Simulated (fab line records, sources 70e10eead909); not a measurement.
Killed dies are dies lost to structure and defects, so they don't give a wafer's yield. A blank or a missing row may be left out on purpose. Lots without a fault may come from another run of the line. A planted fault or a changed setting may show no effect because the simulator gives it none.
Chamber matching | flow nand_harc | NHARC_P_CONTACT_ALD_22 on ald_metal-03: 4 sister chambers
The step deposits TiN, target thk 3 nm, pulse time 1 s, ald cycles 150. 8 wafers are shown with their chamber, then 12 later ones without.

WAFERS WITH THEIR CHAMBER
wafer  | chamber | heater_power_w (W) | precursor_pulse_height_rel
L083.2 | 1       | 1163               | 1.019
L083.6 | 1       | 1179               | 1.008
L084.4 | 0       | 1023               | 0.981
L088.2 | 0       | 1040               | 0.996
L088.6 | 2       | 1504               | 1.004
L086.1 | 3       | 1182               | 0.959
L086.2 | 2       | 1491               | 0.978
L086.5 | 3       | 1168               | 1.002

WAFERS WITHOUT THEIR CHAMBER
wafer  | heater_power_w (W) | precursor_pulse_height_rel
L089.1 | 1160               | 1.000
L089.4 | 1482               | 0.980
L089.6 | 1155               | 0.982
L091.4 | 1480               | 1.013
L091.5 | 1018               | 1.043
L091.6 | 1179               | 1.024
L092.3 | 997                | 1.031
L092.4 | 1155               | 1.006
L092.6 | 1041               | 1.015
L095.1 | 1458               | 0.972
L095.3 | 1168               | 1.032
L095.6 | 1171               | 0.951

WHICH CHAMBER EACH WENT THROUGH
wafer  | from the rows above     | in truth
L089.1 | can't be placed: 1 or 3 | 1
L089.4 | 2                       | 2
L089.6 | can't be placed: 3 or 1 | 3
L091.4 | 2                       | 2
L091.5 | 0                       | 0
L091.6 | can't be placed: 1 or 3 | 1
L092.3 | 0                       | 0
L092.4 | can't be placed: 1 or 3 | 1
L092.6 | 0                       | 0
L095.1 | 2                       | 2
L095.3 | can't be placed: 1 or 3 | 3
L095.6 | can't be placed: 3 or 1 | 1
Placed correctly: 6 of 12. Can't be placed from these rows: 6 (the true chamber is among the candidates in 6). Placed wrongly: 0.
How it was worked out, from the rows above alone: a wafer's distance from a chamber is the root of the sum, over the readings, of the square of ((its reading less the chamber's mean) divided by the reading's scatter). The wafer belongs to the nearest chamber; if the next one is less than 2 further off, it can't be placed. A chamber's mean is the mean of its shown wafers. The scatter: the root of (the sum of the squares of (reading less its chamber's mean) over the shown wafers, divided by (wafers less chambers)).
